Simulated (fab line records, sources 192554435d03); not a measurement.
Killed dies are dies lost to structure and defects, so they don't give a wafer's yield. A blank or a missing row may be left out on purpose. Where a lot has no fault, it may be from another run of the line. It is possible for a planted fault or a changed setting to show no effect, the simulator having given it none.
Lot-split experiment || flow n5_finfet || route with 1938 steps; 7 lots, 21 wafers read

## ABOUT THE SPLIT
At N5_SD_EPI_N_EPI_21 (deposits Si:P, time 690 s), the setting epi_growth_time_s was moved away from the recipe's 690 s on 7 of the 21 wafers read, by -10.4% to +8.9%. All remaining wafers had this setting at the recipe value.

Reading taken at the split's own step.

## THE READING
Si-P_of_SD_EPI_N_EPI_21.thk_nm (the simulator's own value, which no gauge read), in nm, at N5_SD_EPI_N_EPI_21 (deposits Si:P, time 690 s). The file gives no usual value for it. The 14 wafers here that ran the recipe average 58.5 nm, standard deviation 0.96 nm.

{"wafer": "L076.1", "tool, chamber at the split": "epi_rpcvd-02, 0", "epi_growth_time_s as run, s": 690, "against the recipe": "recipe", "Si-P_of_SD_EPI_N_EPI_21.thk_nm, nm": 58.4, "against lot-mates on the recipe": "-"}
{"wafer": "L076.3", "tool, chamber at the split": "epi_rpcvd-02, 0", "epi_growth_time_s as run, s": 618.5, "against the recipe": "-10.4%", "Si-P_of_SD_EPI_N_EPI_21.thk_nm, nm": 54.6, "against lot-mates on the recipe": -3.8}
{"wafer": "L076.6", "tool, chamber at the split": "epi_rpcvd-02, 0", "epi_growth_time_s as run, s": 618.5, "against the recipe": "-10.4%", "Si-P_of_SD_EPI_N_EPI_21.thk_nm, nm": 54.8, "against lot-mates on the recipe": -3.6}
{"wafer": "L077.1", "tool, chamber at the split": "epi_rpcvd-01, 0", "epi_growth_time_s as run, s": 690, "against the recipe": "recipe", "Si-P_of_SD_EPI_N_EPI_21.thk_nm, nm": 59, "against lot-mates on the recipe": "-"}
{"wafer": "L077.2", "tool, chamber at the split": "epi_rpcvd-01, 0", "epi_growth_time_s as run, s": 690, "against the recipe": "recipe", "Si-P_of_SD_EPI_N_EPI_21.thk_nm, nm": 58.2, "against lot-mates on the recipe": "-"}
{"wafer": "L077.6", "tool, chamber at the split": "epi_rpcvd-01, 0", "epi_growth_time_s as run, s": 690, "against the recipe": "recipe", "Si-P_of_SD_EPI_N_EPI_21.thk_nm, nm": 57.8, "against lot-mates on the recipe": "-"}
{"wafer": "L081.1", "tool, chamber at the split": "epi_rpcvd-04, 0", "epi_growth_time_s as run, s": 690, "against the recipe": "recipe", "Si-P_of_SD_EPI_N_EPI_21.thk_nm, nm": 57.4, "against lot-mates on the recipe": "-"}
{"wafer": "L081.3", "tool, chamber at the split": "epi_rpcvd-04, 0", "epi_growth_time_s as run, s": 690, "against the recipe": "recipe", "Si-P_of_SD_EPI_N_EPI_21.thk_nm, nm": 57.4, "against lot-mates on the recipe": "-"}
{"wafer": "L081.2", "tool, chamber at the split": "epi_rpcvd-04, 0", "epi_growth_time_s as run, s": 690, "against the recipe": "recipe", "Si-P_of_SD_EPI_N_EPI_21.thk_nm, nm": 56.6, "against lot-mates on the recipe": "-"}
{"wafer": "L084.2", "tool, chamber at the split": "epi_rpcvd-01, 0", "epi_growth_time_s as run, s": 751.7, "against the recipe": "+8.9%", "Si-P_of_SD_EPI_N_EPI_21.thk_nm, nm": 63.2, "against lot-mates on the recipe": "+4.2"}
{"wafer": "L084.4", "tool, chamber at the split": "epi_rpcvd-01, 0", "epi_growth_time_s as run, s": 690, "against the recipe": "recipe", "Si-P_of_SD_EPI_N_EPI_21.thk_nm, nm": 59, "against lot-mates on the recipe": "-"}
{"wafer": "L084.6", "tool, chamber at the split": "epi_rpcvd-01, 0", "epi_growth_time_s as run, s": 751.7, "against the recipe": "+8.9%", "Si-P_of_SD_EPI_N_EPI_21.thk_nm, nm": 63.8, "against lot-mates on the recipe": "+4.8"}
{"wafer": "L085.1", "tool, chamber at the split": "epi_rpcvd-04, 0", "epi_growth_time_s as run, s": 690, "against the recipe": "recipe", "Si-P_of_SD_EPI_N_EPI_21.thk_nm, nm": 58.8, "against lot-mates on the recipe": "-"}
{"wafer": "L085.2", "tool, chamber at the split": "epi_rpcvd-04, 0", "epi_growth_time_s as run, s": 690, "against the recipe": "recipe", "Si-P_of_SD_EPI_N_EPI_21.thk_nm, nm": 59.2, "against lot-mates on the recipe": "-"}
{"wafer": "L085.5", "tool, chamber at the split": "epi_rpcvd-04, 0", "epi_growth_time_s as run, s": 637.1, "against the recipe": "-7.7%", "Si-P_of_SD_EPI_N_EPI_21.thk_nm, nm": 55.2, "against lot-mates on the recipe": -3.8}
{"wafer": "L088.1", "tool, chamber at the split": "epi_rpcvd-01, 0", "epi_growth_time_s as run, s": 669.5, "against the recipe": "-3.0%", "Si-P_of_SD_EPI_N_EPI_21.thk_nm, nm": 59, "against lot-mates on the recipe": -1.2}
{"wafer": "L088.5", "tool, chamber at the split": "epi_rpcvd-01, 0", "epi_growth_time_s as run, s": 669.5, "against the recipe": "-3.0%", "Si-P_of_SD_EPI_N_EPI_21.thk_nm, nm": 59.2, "against lot-mates on the recipe": -1.0}
{"wafer": "L088.6", "tool, chamber at the split": "epi_rpcvd-01, 0", "epi_growth_time_s as run, s": 690, "against the recipe": "recipe", "Si-P_of_SD_EPI_N_EPI_21.thk_nm, nm": 60.2, "against lot-mates on the recipe": "-"}
{"wafer": "L094.1", "tool, chamber at the split": "epi_rpcvd-01, 0", "epi_growth_time_s as run, s": 690, "against the recipe": "recipe", "Si-P_of_SD_EPI_N_EPI_21.thk_nm, nm": 59.8, "against lot-mates on the recipe": "-"}
{"wafer": "L094.3", "tool, chamber at the split": "epi_rpcvd-01, 0", "epi_growth_time_s as run, s": 690, "against the recipe": "recipe", "Si-P_of_SD_EPI_N_EPI_21.thk_nm, nm": 59.2, "against lot-mates on the recipe": "-"}
{"wafer": "L094.6", "tool, chamber at the split": "epi_rpcvd-01, 0", "epi_growth_time_s as run, s": 690, "against the recipe": "recipe", "Si-P_of_SD_EPI_N_EPI_21.thk_nm, nm": 58.4, "against lot-mates on the recipe": "-"}

FIT RESULTS
A straight line over all 21 wafers: Si-P_of_SD_EPI_N_EPI_21.thk_nm changes by +0.435 nm for each +1% of epi_growth_time_s; r = +0.89; the points scatter about the line by 1 nm.
The same after taking each lot's own level away (the mean of its wafers on the recipe; 21 wafers): +0.432 nm for each +1%; r = +0.97; scatter 0.48 nm.
The reading moves by 4.5 nm for the largest change in epi_growth_time_s, on that fit.
Measured against the standard deviation above, the lots' own levels, which go from 57.13 to 60.20 nm, span 3.2 times it.
So the lot-to-lot level changes the slope little: the two slopes agree.
Check: -4.54 nm against its lot-mates is what the line predicts for one of the wafers moved furthest among these (-10.4%) when that wafer is left out of the fit. Against them it came out at -3.8 nm.

## FURTHER SPLITS ON THESE WAFERS
These wafers also went through other splits before the reading. Each is held against what the fit with the lots' levels taken away leaves over:
{"other split on the same wafers": "N5_WELL_APT_COAT_02 spin_rpm", "wafers away from the commonest value": 11, "r with Si-P_of_SD_EPI_N_EPI_21.thk_nm (lot level and that fit taken away)": "+0.00"}
{"other split on the same wafers": "N5_WELL_APT_DEVELOP_07 develop_time_s", "wafers away from the commonest value": 7, "r with Si-P_of_SD_EPI_N_EPI_21.thk_nm (lot level and that fit taken away)": "+0.19"}
{"other split on the same wafers": "N5_FIN_SAQP_HM_DEP_03 time_s", "wafers away from the commonest value": 4, "r with Si-P_of_SD_EPI_N_EPI_21.thk_nm (lot level and that fit taken away)": -0.12}
{"other split on the same wafers": "N5_FIN_SAQP_PECVD_47 time_s", "wafers away from the commonest value": 7, "r with Si-P_of_SD_EPI_N_EPI_21.thk_nm (lot level and that fit taken away)": "+0.09"}
{"other split on the same wafers": "N5_FIN_SAQP_SPACER2_ALD_28 temp_c", "wafers away from the commonest value": 10, "r with Si-P_of_SD_EPI_N_EPI_21.thk_nm (lot level and that fit taken away)": -0.23}
{"other split on the same wafers": "N5_FIN_SAQP_ETCH_64 bias_w", "wafers away from the commonest value": 6, "r with Si-P_of_SD_EPI_N_EPI_21.thk_nm (lot level and that fit taken away)": "+0.23"}
{"other split on the same wafers": "N5_SD_EPI_N_ETCH_16 target_depth_a", "wafers away from the commonest value": 8, "r with Si-P_of_SD_EPI_N_EPI_21.thk_nm (lot level and that fit taken away)": "+0.33"}

## THE FILE'S OWN FIT
Si-P_of_SD_EPI_N_EPI_21.thk_nm changes by +0.435 nm for each +1% of epi_growth_time_s, r = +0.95.
